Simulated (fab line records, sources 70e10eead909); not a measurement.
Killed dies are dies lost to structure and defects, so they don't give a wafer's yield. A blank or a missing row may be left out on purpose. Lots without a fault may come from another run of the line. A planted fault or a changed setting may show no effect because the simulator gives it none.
fab line records | flow nand_harc
record lots=7 wafers=19 last_day=22
route steps=1159 shown P_STI@86 END@1159
lots that met no fault: from a run of the same line without faults
start_h: hours from the record's first day to the start of the lot's first wafer shown | wait_h: hours since the lot's step before | " the same as in the row above | L1.1+2: a row that stands for several wafers | - no value, or no start given | * or withheld: withheld | < > ~ a bound
route shown NAME@n: a module of which the file shows steps, and the number in the route of the first | usual: mean/standard deviation of fault-free wafers | same: alike in all rows | chamber/n: place in a boat | sites: the reading at each site | _std_site: their standard deviation | _edge_site: outer sites' mean less inner sites' | radius_mm: how far each site lies from the wafer's centre | mask NAME#n: copy n | behind: the tool/chamber that last shaped the wafer | hold: why the lot was held/for how many hours/how that ended | device: the transistor (n, p or np) that didn't switch | end of line: the same wafers' tests at the end of the route | a step without rows: its recipe alone | killed: dies lost to structure and defects at the first sort, not the wafer's yield | map: a wafer's dies, x killed, . not, _ none there
set.NAME: the setting as run; set.NAME@STEP: as run at that earlier step | model.NAME: the simulator's own value behind a step, which no gauge read
lots at some steps of the route; a table a step, a row a wafer
services: from which hour (start_h, from the record's first day; less than 0 if before it) a tool's chamber was out of use, for how many hours, and why
## steps
# step NHARC_P_STI_HARDBAKE_13
# recipe temp_c=118 time_s=65
# step NHARC_P_STI_DESCUM_14
# recipe time_s=3 o2_flow_sccm=200 ar_flow_sccm=0 bias_power_w=0 chemistry=O2
# usual drypump_motor_current_A=5.8/0.38 o2_flow_sccm=199.9/0.96 oes_product_au=1.003/0.011 rf_vpp_V=57.8/0.95 showerhead_plenum_p_Torr=1.92/0.08 throttle_valve_pct=11.311/0.009
# columns lot.wafer tool chamber start_h wait_h drypump_motor_current_A o2_flow_sccm oes_product_au rf_hours_counter_h rf_vpp_V showerhead_plenum_p_Torr throttle_valve_pct
L989.3 rie_diel-04 2 33.38 - 5.8 200.3 0.992 6.2 57.2 2.01 11.322
L989.1 " 3 " " 5.3 200.9 0.995 6.4 57.2 1.85 11.311
L989.6 " 2 " " 5.8 200.5 0.997 - 58.0 2.01 11.315
L990.3 rie_diel-07 3 41.42 - 6.5 200.0 1.026 3.3 57.7 2.00 11.316
L990.1 " 0 " " 5.2 201.1 0.992 3.3 56.7 1.89 11.311
L990.6 " 1 " " 6.3 199.1 1.012 - 56.7 1.92 11.309
L991.4 rie_diel-07 2 50.57 - 5.9 200.4 1.005 3.3 58.7 1.90 11.309
L991.3 " 3 " " 6.5 200.0 1.016 3.5 58.4 2.00 11.314
L991.6 " 1 " " 6.3 200.8 1.002 - 57.7 1.92 11.304
L993.4 rie_diel-04 3 60.75 - 5.3 199.6 1.002 8.1 57.6 1.85 11.323
L993.2 " 0 " " 5.7 200.7 0.982 8.4 56.3 1.96 11.323
L993.6 " 2 " " 5.9 200.1 0.998 - 57.1 2.01 11.312
L101.1 rie_diel-07 1 107.17 - 6.3 199.1 1.003 1.0 56.5 1.92 11.316
L101.4 " 2 " " 5.8 199.4 1.011 0.8 56.3 1.90 11.309
L102.1 rie_diel-06 1 115.20 - 6.1 200.7 1.003 1.3 57.6 1.97 11.318
L102.4 " 2 " " 5.8 199.7 0.988 1.3 58.3 2.07 11.313
L103.3 rie_diel-06 0 119.35 - 5.4 200.5 1.006 1.6 55.4 1.83 11.310
L103.5 " 3 " " 6.4 199.2 0.999 - 57.8 1.85 11.313
L103.6 " 0 " " 5.4 200.0 1.000 - 60.3 1.83 11.327
# step NHARC_P_STI_ETCH_42
# recipe target_depth_a=800 overetch_a=240 time_s=61 ion_energy_ev=200 n2_flow_sccm=150 h2_flow_sccm=150 ar_flow_sccm=0 rf_w=400 bias_w=150 chemistry=N2/H2
# usual drypump_motor_current_A=5.8/0.4 oes_product_au=1.001/0.012 rf_vpp_V=430.6/2.5 showerhead_plenum_p_Torr=2.04/0.085 throttle_valve_pct=14.172/0.0084
# columns lot.wafer tool chamber start_h wait_h drypump_motor_current_A oes_product_au rf_hours_counter_h rf_vpp_V showerhead_plenum_p_Torr throttle_valve_pct
L989.3 rie_diel-04 3 33.46 0.1 5.3 0.994 6.4 428.9 1.97 14.166
L989.1 " 0 " " 5.7 0.979 6.7 433.3 2.10 14.163
L989.6 " 3 " " 5.3 1.003 - 429.3 1.97 14.172
L990.1 rie_diel-07 1 41.50 0.1 6.3 1.008 3.4 431.9 2.04 14.172
L990.3 " 3 " " 6.5 1.025 3.4 432.0 2.13 14.163
L990.6 " 0 " " 5.2 0.970 - 430.2 2.01 14.163
L991.3 rie_diel-07 2 50.65 0.1 5.8 1.013 3.3 429.3 2.03 14.172
L991.4 " 3 " " 6.5 1.023 3.5 432.1 2.13 14.157
L991.6 " 1 " " 6.3 1.005 - 431.0 2.04 14.170
L993.2 rie_diel-04 2 60.82 0.1 5.9 0.994 7.8 433.8 2.14 14.174
L993.4 " 3 " " 5.3 1.008 8.1 428.9 1.97 14.181
L993.6 " 3 " " 5.3 1.009 - 428.6 1.97 14.184
L101.1 rie_diel-07 0 107.26 0.1 5.2 0.996 1.0 428.9 2.01 14.164
L101.4 " 1 " " 6.3 1.002 1.0 430.0 2.04 14.162
L102.4 rie_diel-06 3 115.29 0.1 6.4 0.998 1.3 428.1 1.97 14.169
L102.1 " 2 " " 5.8 0.987 1.3 434.6 2.21 14.162
L103.3 rie_diel-06 2 119.44 0.1 5.8 1.001 1.5 435.5 2.21 14.175
L103.5 " 0 " " 5.4 1.006 - 426.9 1.94 14.180
L103.6 " 1 " " 6.0 1.009 - 432.1 2.10 14.179
# step NHARC_P_STI_ETCH_31
# recipe target_depth_a=1089 time_s=54.5 cf4_flow_sccm=100 chf3_flow_sccm=30 ar_flow_sccm=0 rf_w=500 bias_w=200 chemistry=CF4/CHF3
# usual cf4_flow_sccm=100.0/0.31 chf3_flow_sccm=29.99/0.093 drypump_motor_current_A=5.8/0.39 oes_product_au=0.967/0.016 rf_vpp_V=370.7/2.2 showerhead_plenum_p_Torr=1.58/0.061 throttle_valve_pct=16.802/0.0092
# columns lot.wafer tool chamber start_h wait_h cf4_flow_sccm chf3_flow_sccm drypump_motor_current_A oes_product_au rf_hours_counter_h rf_vpp_V showerhead_plenum_p_Torr throttle_valve_pct
L989.1 rie_diel-04 3 - - 99.6 30.00 5.3 0.971 6.4 369.1 1.53 16.798
L989.3 " 0 " " 99.6 29.93 5.7 0.955 6.7 372.6 1.61 16.788
L989.6 " 3 " " 99.9 29.92 5.3 0.981 - 370.2 1.53 16.797
L990.1 rie_diel-07 1 - - 99.9 30.04 6.3 0.982 3.5 370.5 1.58 16.788
L990.3 " 2 " " 100.0 29.87 5.8 0.971 3.2 369.0 1.56 16.785
L990.6 " 3 " " 99.7 30.01 6.5 1.005 - 372.4 1.64 16.800
L991.3 rie_diel-07 0 - - 99.9 29.93 5.2 0.937 3.5 370.6 1.55 16.816
L991.4 " 2 " " 100.2 29.94 5.8 0.982 3.3 371.4 1.56 16.795
L991.6 " 0 " " 100.3 29.95 5.2 0.932 - 371.0 1.56 16.786
L993.2 rie_diel-04 2 - - 100.3 29.86 5.9 0.948 7.9 372.8 1.64 16.798
L993.4 " 0 " " 99.6 29.96 5.7 0.950 8.5 374.0 1.61 16.791
L993.6 " 1 " " 100.0 29.85 5.5 0.975 - 367.8 1.51 16.798
L101.1 rie_diel-07 1 - - 99.4 29.89 6.3 0.967 1.0 370.3 1.58 16.784
L101.4 " 2 " " 99.8 29.89 5.8 0.979 0.9 370.9 1.56 16.818
L102.1 rie_diel-06 3 - - 100.1 30.05 6.4 0.976 1.3 370.9 1.52 16.786
L102.4 " 1 " " 100.0 30.04 6.0 0.965 1.4 372.3 1.62 16.800
L103.3 rie_diel-06 0 - - 99.8 29.97 5.4 0.973 1.6 369.2 1.50 16.819
L103.5 " 0 " " 99.7 29.82 5.3 0.975 - 368.2 1.51 16.818
L103.6 " 1 " " 99.8 29.86 6.0 0.993 - 371.2 1.62 16.805
# step NHARC_P_STI_ETCH_15
# recipe target_depth_a=3000 taper_deg=4 time_s=100.1 hbr_flow_sccm=150 cl2_flow_sccm=50 rf_w=400 icp_w=400 bias_w=100 chemistry=HBr/Cl2
# usual drypump_motor_current_A=5.7/0.45 oes_product_au=0.998/0.013 throttle_valve_pct=26.407/0.0099
# columns lot.wafer tool chamber start_h wait_h drypump_motor_current_A oes_product_au rf_hours_counter_h throttle_valve_pct
L989.1 rie_si-01 2 33.66 - 6.0 0.971 0.4 26.415
L989.3 " 0 " " 5.8 0.981 0.6 26.399
L989.6 " 1 " " 4.8 1.005 - 26.401
L990.1 rie_si-03 3 41.68 - 6.0 1.005 0.4 26.395
L990.3 " 2 " " 5.4 1.007 0.4 26.403
L990.6 " 1 " " 6.1 1.004 - 26.407
L991.4 rie_si-01 0 50.86 - 5.8 0.988 0.7 26.419
L991.3 " 1 " " 4.8 1.020 0.7 26.409
L991.6 " 3 " " 5.3 1.017 - 26.409
L993.2 rie_si-03 0 61.01 - 5.7 0.989 0.4 26.407
L993.4 " 3 " " 6.1 1.015 0.5 26.412
L993.6 " 0 " " 5.7 0.982 - 26.406
L101.4 rie_si-03 2 107.45 - 5.4 1.003 0.8 26.394
L101.1 " 0 " " 5.7 0.985 0.8 26.411
L102.4 rie_si-03 1 115.48 - 6.1 1.000 1.0 26.413
L102.1 " 2 " " 5.5 1.006 0.9 26.410
L103.3 rie_si-03 2 119.66 - 5.4 1.002 1.0 26.412
L103.5 " 3 " " 6.1 1.021 - 26.397
L103.6 " 0 " " 5.8 0.983 - 26.419
# step NHARC_P_STI_CD_MEAS_16
# usual cd_nm=200/3
# columns lot.wafer tool chamber start_h wait_h cd_nm
L989.1 cd_sem-01 - 33.81 - 203
L989.3 " - " " 207
L989.6 " - " " 201
L990.1 cd_sem-03 - 41.88 - 197
L990.3 " - " " 201
L990.6 " - " " 201
L991.3 cd_sem-03 - 51.00 - 201
L991.4 " - " " 197
L991.6 " - " " 198
L993.2 cd_sem-03 - 61.18 - 192
L993.4 " - " " 193
L993.6 " - " " 196
L101.1 cd_sem-02 - 107.61 - 195
L101.4 " - " " 193
L102.1 cd_sem-01 - 115.64 - 200
L102.4 " - " " 198
L103.3 cd_sem-02 - 119.78 - 197
L103.5 " - " " 204
L103.6 " - " " 203
# step NHARC_P_STI_OCD_MEAS_17
# usual trench_depth_nm=300/6.2 trench_foot_cd_nm=158/3.2
# columns lot.wafer tool chamber start_h wait_h trench_depth_nm trench_foot_cd_nm
L989.1 ocd-02 - 33.90 0.1 287 164
L989.3 " - " " 293 167
L989.6 " - " " 306 158
L990.1 ocd-02 - 41.96 0.1 305 157
L990.3 " - " " 304 159
L990.6 " - " " 301 159
L991.3 ocd-02 - 51.08 0.1 308 158
L991.4 " - " " 295 155
L991.6 " - " " 308 155
L993.2 ocd-01 - 61.26 0.1 292 153
L993.4 " - " " 306 151
L993.6 " - " " 293 155
L101.1 ocd-01 - 107.69 0.1 291 153
L101.4 " - " " 303 150
L102.1 ocd-02 - 115.73 0.1 304 159
L102.4 " - " " 303 155
L103.3 ocd-01 - 119.87 0.1 303 157
L103.5 " - " " 308 161
L103.6 " - " " 290 165
# step NHARC_P_STI_STRIP_19
# recipe time_s=900 temp_c=130 chemistry=SPM
# step NHARC_P_STI_PRECLEAN_32
# recipe time_s=* temp_c=50 bath_age_min=0 chemistry=SC1
# step NHARC_P_STI_SRD_23
# step NHARC_P_STI_OCD_MEAS_43
# usual trench_depth_nm=300/6.3 trench_foot_cd_nm=158/3.3
# columns lot.wafer tool chamber start_h wait_h trench_depth_nm trench_foot_cd_nm
L989.1 ocd-02 - 34.41 - 287 165
L989.3 " - " " 292 167
L989.6 " - " " 306 158
L990.1 ocd-01 - 42.47 - 305 156
L990.3 " - " " 304 159
L990.6 " - " " 301 159
L991.3 ocd-02 - 51.59 - 309 157
L991.4 " - " " 296 154
L991.6 " - " " 308 155
L993.2 ocd-02 - 61.77 - 291 153
L993.4 " - " " 306 151
L993.6 " - " " 292 155
L101.1 ocd-02 - 108.21 - 291 153
L101.4 " - " " 303 150
L102.1 ocd-02 - 116.25 - 304 158
L102.4 " - " " 302 156
L103.3 ocd-02 - 120.38 - 303 156
L103.5 " - " " 308 161
L103.6 " - " " 290 164
# step NHARC_P_STI_OXIDE_33
# recipe target_thk_a=100 temp_c=1000 ox_time_s=281 material=SiO2
# step NHARC_P_STI_HDPCVD_20
# recipe target_thk_a=withheld sigma_open_frac=withheld material=SiO2
# columns lot.wafer tool chamber start_h wait_h
L989.1+3+6 hdpcvd-01 1 47.83 1.0
L990.1+3+6 hdpcvd-01 1,0,1 48.24 1.4
L991.3+4+6 hdpcvd-01 0,1,1 60.77 0.5
L993.2+4+6 hdpcvd-01 1,0,1 70.94 0.4
L101.1+4 hdpcvd-01 0 124.00 7.9
L102.1+4 hdpcvd-01 0 124.74 0.4
L103.3+5+6 hdpcvd-01 1,1,0 129.22 0.5
# step NHARC_P_STI_ANNEAL_34
# recipe temp_c=1000 time_s=1800
# step NHARC_P_STI_CMP_21
# recipe t_overpolish_s=20 target_thk_nm=380.67
# usual motor_current_A=11.2/1.1 overpolish_run_s=19.999/0.0085
# columns lot.wafer tool chamber start_h wait_h motor_current_A overpolish_run_s
L989.1 cmp-02 3 56.30 0.4 10.6 19.993
L989.3 " 2 " " 10.5 20.014
L989.6 " 3 " " 11.2 20.003
L990.1 cmp-01 3 56.31 0.4 11.0 19.989
L990.3 " 1 " " 9.9 20.009
L990.6 " 3 " " 10.5 19.981
L991.4 cmp-03 1 69.71 0.4 11.6 20.000
L991.3 " 0 " " 12.4 20.005
L991.6 " 2 " " 11.4 19.998
L993.4 cmp-02 1 80.11 0.4 10.4 20.016
L993.2 " 3 " " 10.5 20.007
L993.6 " 2 " " 10.4 19.998
L102.1 cmp-01 1 136.93 0.4 10.5 20.009
L102.4 " 3 " " 11.3 20.013
L101.4 cmp-02 2 136.95 0.4 10.7 20.008
L101.1 " 0 " " 10.8 19.995
L103.3 cmp-03 3 137.03 0.5 10.0 19.984
L103.5 " 0 " " 12.5 20.000
L103.6 " 1 " " 10.9 19.987
# step NHARC_END_SORT_01
# recipe temp_c=25
# usual killed_at_array=27/10 killed_at_other=0.6/0.83 killed_at_periphery=2.4/1.8 killed_dies=30/10 killed_open=3.3/1.7 killed_short=1.8/1.4
# same gross_dies=677
# columns lot.wafer tool chamber start_h wait_h hold killed_at_array killed_at_other killed_at_periphery killed_dies killed_open killed_short
L990.1 prober-01 0 444.78 2.5 - 22 0 2 24 3 4
L990.3 prober-01 0 446.38 3.1 - 19 0 2 21 2 1
L990.6 prober-01 0 448.77 4.0 - 31 1 5 37 1 5
L989.1 prober-01 0 452.57 2.5 - 21 0 1 22 2 1
L989.3 prober-01 0 454.18 3.1 - 19 2 3 24 2 1
L989.6 prober-01 0 456.59 4.0 - 13 0 3 16 2 2
L993.2 prober-02 0 463.13 2.8 - 23 0 0 23 4 2
L993.4 prober-02 0 464.72 3.4 - 12 0 1 13 0 0
L993.6 prober-02 0 466.31 4.0 - 23 0 3 26 5 0
L991.3 prober-02 0 471.69 3.1 - 31 0 2 33 3 3
L991.4 prober-02 0 472.49 3.4 - 25 0 2 27 2 1
L991.6 prober-02 0 474.09 4.0 - 32 0 4 36 6 3
L103.3 prober-01 0 503.50 7.1 await_dispo/4.0h/release 25 1 2 28 2 2
L103.5 prober-01 0 505.08 7.6 await_dispo/4.0h/release 13 0 3 16 5 3
L103.6 prober-01 0 505.88 7.9 await_dispo/4.0h/release 14 0 663 677 5 1
L102.1 prober-02 0 509.11 2.5 await_dispo/1.4h/release 34 0 643 677 1 2
L102.4 prober-02 0 511.52 3.4 await_dispo/1.4h/release 28 0 649 677 5 4
L101.1 prober-01 0 529.91 2.5 await_dispo/3.2h/release 45 1 631 677 4 3
L101.4 prober-01 0 532.27 3.4 await_dispo/3.2h/release 42 0 635 677 1 1
# killed by level:class
L990.1 A_CHANNEL_HOLE_D1:chamber_film_flake=11 A_SLIT:chamber_film_flake=3 A_CONTACT:geometric_particle:open=2 P_CONTACT:geometric_particle:open=1 P_M0:geometric_particle:short=1 A_ONON_D1:geometric_particle:short=1 A_CHANNEL_FILL_D1:geometric_particle:short=1 A_WL_FILL:geometric_particle:short=1
L990.3 A_CHANNEL_HOLE_D1:chamber_film_flake=9 A_SLIT:chamber_film_flake=6 P_CONTACT:geometric_particle:short=1 A_SOURCE_PLATE:geometric_particle:open=1 A_WL_FILL:geometric_particle:open=1 P_STI:chamber_film_flake=1 A_ZERO_WELL:chamber_film_flake=1 A_CONTACT:chamber_film_flake=1
L990.6 A_CHANNEL_HOLE_D1:chamber_film_flake=14 A_SLIT:chamber_film_flake=8 A_CONTACT:chamber_film_flake=3 P_BONDPAD:chamber_film_flake=2 P_M0:geometric_particle:short=1 P_M1:geometric_particle:short=1 A_ONON_D1:geometric_particle:short=1 A_ONON_D1:geometric_particle:open=1
L989.1 A_CHANNEL_HOLE_D1:chamber_film_flake=9 A_STAIRCASE:chamber_film_flake=6 A_CHANNEL_FILL_D1:chamber_film_flake=2 P_GATE:geometric_particle:open=1 A_SOURCE_PLATE:geometric_particle:short=1 A_WL_FILL:geometric_particle:open=1 A_SLIT:chamber_film_flake=1 A_CONTACT:chamber_film_flake=1
L989.3 A_CHANNEL_HOLE_D1:chamber_film_flake=9 A_STAIRCASE:chamber_film_flake=5 A_CHANNEL_FILL_D1:chamber_film_flake=2 THIN_TSV:chamber_film_flake=2 P_M1:geometric_particle:short=1 A_CHANNEL_FILL_D1:geometric_particle:open=1 A_BLC:geometric_particle:open=1 P_GATE:chamber_film_flake=1
L989.6 A_CHANNEL_HOLE_D1:chamber_film_flake=5 A_STAIRCASE:chamber_film_flake=3 A_CHANNEL_FILL_D1:chamber_film_flake=2 P_CONTACT:geometric_particle:open=1 P_M0:geometric_particle:open=1 A_SOURCE_PLATE:geometric_particle:short=1 A_CHANNEL_FILL_D1:geometric_particle:short=1 P_BONDPAD:chamber_film_flake=1
L993.2 A_SLIT:chamber_film_flake=11 A_CONTACT:chamber_film_flake=3 A_CHANNEL_FILL_D1:geometric_particle:open=2 A_CONTACT:geometric_particle:open=2 A_STAIRCASE:chamber_film_flake=2 A_SOURCE_PLATE:geometric_particle:short=1 A_CONTACT:geometric_particle:short=1 A_CHANNEL_HOLE_D1:chamber_film_flake=1
L993.4 A_SLIT:chamber_film_flake=6 A_STAIRCASE:chamber_film_flake=2 A_CONTACT:chamber_film_flake=2 P_M2:chamber_film_flake=1 A_ZERO_WELL:chamber_film_flake=1 A_CHANNEL_FILL_D1:chamber_film_flake=1
L993.6 A_SLIT:chamber_film_flake=10 A_STAIRCASE:chamber_film_flake=5 A_CHANNEL_HOLE_D1:chamber_film_flake=3 A_WL_FILL:geometric_particle:open=2 P_STI:chamber_film_flake=2 P_BONDPAD:geometric_particle:open=1 A_CONTACT:geometric_particle:open=1 A_BLC:geometric_particle:open=1
L991.3 A_CHANNEL_HOLE_D1:chamber_film_flake=16 A_STAIRCASE:chamber_film_flake=6 A_ZERO_WELL:chamber_film_flake=2 A_CONTACT:chamber_film_flake=2 P_CONTACT:geometric_particle:short=1 P_M0:geometric_particle:open=1 A_SOURCE_PLATE:geometric_particle:short=1 A_ONON_D1:geometric_particle:open=1
L991.4 A_CHANNEL_HOLE_D1:chamber_film_flake=10 A_CONTACT:chamber_film_flake=5 A_ZERO_WELL:chamber_film_flake=2 A_STAIRCASE:chamber_film_flake=2 A_CHANNEL_FILL_D1:geometric_particle:open=1 P_BONDPAD:chamber_film_flake=1 A_WL_FILL:geometric_particle:open=1 A_WL_FILL:geometric_particle:short=1
L991.6 A_CHANNEL_HOLE_D1:chamber_film_flake=12 A_CONTACT:chamber_film_flake=4 A_ZERO_WELL:chamber_film_flake=3 A_STAIRCASE:chamber_film_flake=3 A_CHANNEL_HOLE_D1:geometric_particle:open=2 P_GATE:chamber_film_flake=2 A_BONDPAD:chamber_film_flake=2 P_CONTACT:geometric_particle:open=1
L103.3 A_CHANNEL_HOLE_D1:chamber_film_flake=10 A_CONTACT:chamber_film_flake=7 A_STAIRCASE:chamber_film_flake=5 P_GATE:geometric_particle:open=1 A_CONTACT:geometric_particle:short=1 A_CONTACT:geometric_particle:open=1 A_BLC:geometric_particle:short=1 P_GATE:chamber_film_flake=1
L103.5 A_CONTACT:chamber_film_flake=3 A_ONON_D1:geometric_particle:open=2 A_CHANNEL_HOLE_D1:chamber_film_flake=2 A_STAIRCASE:chamber_film_flake=2 P_CONTACT:geometric_particle:open=1 P_M1:geometric_particle:open=1 P_M1:geometric_particle:short=1 A_SLIT:geometric_particle:short=1
L103.6 P_STI:area_hdpcvd=662 A_CONTACT:chamber_film_flake=4 A_CHANNEL_HOLE_D1:chamber_film_flake=3 A_STAIRCASE:chamber_film_flake=2 P_M0:geometric_particle:open=1 A_ONON_D1:geometric_particle:short=1 A_CHANNEL_HOLE_D1:geometric_particle:open=1 A_SGD_CUT:geometric_particle:open=1
L102.1 P_STI:area_hdpcvd=643 A_CHANNEL_HOLE_D1:chamber_film_flake=17 A_CONTACT:chamber_film_flake=5 A_STAIRCASE:chamber_film_flake=4 A_WL_FILL:chamber_film_flake=4 A_ONON_D1:geometric_particle:short=2 A_SGD_CUT:geometric_particle:open=1 A_CHANNEL_FILL_D1:chamber_film_flake=1
L102.4 P_STI:area_hdpcvd=647 A_CHANNEL_HOLE_D1:chamber_film_flake=19 A_CHANNEL_FILL_D1:geometric_particle:short=2 A_WL_FILL:geometric_particle:short=2 P_CONTACT:geometric_particle:open=1 P_M0:geometric_particle:open=1 A_ONON_D1:geometric_particle:open=1 A_CHANNEL_FILL_D1:geometric_particle:open=1
L101.1 P_STI:area_hdpcvd=626 A_CHANNEL_HOLE_D1:chamber_film_flake=19 A_SLIT:chamber_film_flake=13 A_STAIRCASE:chamber_film_flake=5 P_GATE:chamber_film_flake=2 P_M0:geometric_particle:open=1 P_M1:geometric_particle:short=1 A_SOURCE_PLATE:geometric_particle:open=1
L101.4 P_STI:area_hdpcvd=634 A_CHANNEL_HOLE_D1:chamber_film_flake=16 A_SLIT:chamber_film_flake=10 A_CONTACT:chamber_film_flake=8 A_STAIRCASE:chamber_film_flake=6 P_M0:geometric_particle:open=1 A_BLC:geometric_particle:short=1 A_M1:chamber_film_flake=1
# map L101.1 (x killed, . not)
____________x____________
_________xxxxxxx_________
_______xxxxxxxxxxx_______
______xxxxxxxxxxxxx______
_____xxxxxxxxxxxxxxx_____
____xxxxxxxxxxxxxxxxx____
____xxxxxxxxxxxxxxxxx____
___xxxxxxxxxxxxxxxxxxx___
___xxxxxxxxxxxxxxxxxxx___
__xxxxxxxxxxxxxxxxxxxxx__
__xxxxxxxxxxxxxxxxxxxxx__
_xxxxxxxxxxxxxxxxxxxxxxx_
_xxxxxxxxxxxxxxxxxxxxxxx_
_xxxxxxxxxxxxxxxxxxxxxxx_
_xxxxxxxxxxxxxxxxxxxxxxx_
_xxxxxxxxxxxxxxxxxxxxxxx_
xxxxxxxxxxxxxxxxxxxxxxxxx
xxxxxxxxxxxxxxxxxxxxxxxxx
xxxxxxxxxxxxxxxxxxxxxxxxx
xxxxxxxxxxxxxxxxxxxxxxxxx
xxxxxxxxxxxxxxxxxxxxxxxxx
_xxxxxxxxxxxxxxxxxxxxxxx_
_xxxxxxxxxxxxxxxxxxxxxxx_
_xxxxxxxxxxxxxxxxxxxxxxx_
_xxxxxxxxxxxxxxxxxxxxxxx_
_xxxxxxxxxxxxxxxxxxxxxxx_
__xxxxxxxxxxxxxxxxxxxxx__
__xxxxxxxxxxxxxxxxxxxxx__
___xxxxxxxxxxxxxxxxxxx___
___xxxxxxxxxxxxxxxxxxx___
____xxxxxxxxxxxxxxxxx____
____xxxxxxxxxxxxxxxxx____
_____xxxxxxxxxxxxxxx_____
______xxxxxxxxxxxxx______
_______xxxxxxxxxxx_______
_________xxxxxxx_________
____________x____________
# map L102.1 (x killed, . not)
____________x____________
_________xxxxxxx_________
_______xxxxxxxxxxx_______
______xxxxxxxxxxxxx______
_____xxxxxxxxxxxxxxx_____
____xxxxxxxxxxxxxxxxx____
____xxxxxxxxxxxxxxxxx____
___xxxxxxxxxxxxxxxxxxx___
___xxxxxxxxxxxxxxxxxxx___
__xxxxxxxxxxxxxxxxxxxxx__
__xxxxxxxxxxxxxxxxxxxxx__
_xxxxxxxxxxxxxxxxxxxxxxx_
_xxxxxxxxxxxxxxxxxxxxxxx_
_xxxxxxxxxxxxxxxxxxxxxxx_
_xxxxxxxxxxxxxxxxxxxxxxx_
_xxxxxxxxxxxxxxxxxxxxxxx_
xxxxxxxxxxxxxxxxxxxxxxxxx
xxxxxxxxxxxxxxxxxxxxxxxxx
xxxxxxxxxxxxxxxxxxxxxxxxx
xxxxxxxxxxxxxxxxxxxxxxxxx
xxxxxxxxxxxxxxxxxxxxxxxxx
_xxxxxxxxxxxxxxxxxxxxxxx_
_xxxxxxxxxxxxxxxxxxxxxxx_
_xxxxxxxxxxxxxxxxxxxxxxx_
_xxxxxxxxxxxxxxxxxxxxxxx_
_xxxxxxxxxxxxxxxxxxxxxxx_
__xxxxxxxxxxxxxxxxxxxxx__
__xxxxxxxxxxxxxxxxxxxxx__
___xxxxxxxxxxxxxxxxxxx___
___xxxxxxxxxxxxxxxxxxx___
____xxxxxxxxxxxxxxxxx____
____xxxxxxxxxxxxxxxxx____
_____xxxxxxxxxxxxxxx_____
______xxxxxxxxxxxxx______
_______xxxxxxxxxxx_______
_________xxxxxxx_________
____________x____________
## services
# columns tool chamber start_h hours kind
rie_diel-07 - 20.94 0.5 repair
cmp-02 - 26.69 0.3 repair
rie_diel-07 0 30.20 - clean
rie_diel-07 1 30.20 - clean
rie_diel-07 2 30.20 - clean
rie_diel-07 3 30.20 - clean
cmp-02 - 30.50 4.0 pm
rie_si-03 0 39.22 12.4 repair
cmp-03 - 48.75 0.4 repair
rie_diel-07 - 51.20 9.0 pm
cmp-03 - 58.00 4.0 pm
cmp-01 - 58.91 2.4 repair
rie_diel-06 - 64.20 9.0 pm
cmp-01 - 67.09 0.4 repair
cmp-01 - 81.66 4.0 pm
rie_si-01 3 97.25 8.7 repair
cmp-01 - 107.82 1.8 repair
cmp-03 - 109.78 1.0 repair
hdpcvd-01 - 111.00 13.0 pm
rie_diel-04 - 112.21 9.0 pm
cmp-03 - 125.88 1.2 repair
rie_si-01 - 127.00 9.0 pm
rie_diel-04 2 127.93 14.5 repair
cmp-02 - 128.66 4.0 pm
## key
first_sign step=NHARC_END_SORT_01 reading=killed_at_periphery direction=up sigmas=99+ usual=2.4 struck=644.2
effect step=NHARC_END_SORT_01 reading=killed_dies direction=up sigmas=63 usual=30 struck=677
more_kills_born_at NHARC_P_STI_HDPCVD_20@hdpcvd-01=3212
met_at NHARC_P_STI_HDPCVD_20
struck_wafers L101.1,L101.4,L102.1,L102.4,L103.6
later_rows_left_out L101.1,L101.4,L102.1,L102.4,L103.6
tester_left_out L101,L102,L103
onset_between 70.94 124.00
fault kind=process_parameter_drift tool=hdpcvd-01 chamber=0 onset_h=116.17 steps=NHARC_P_STI_HDPCVD_20 channel=target_thk_a offset=withheld shape=step end_h=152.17
# tester_left_out: of these lots the tester's yield and bins aren't shown, on N5 and GAA mostly nor the transistor test; their killed dies are dies lost to structure and defects alone, not to doping, threshold or leakage, so they don't give the yield
# later_rows_left_out: the simulator's readings of these wafers behind a module that went badly wrong aren't trusted and aren't shown, but for the sort
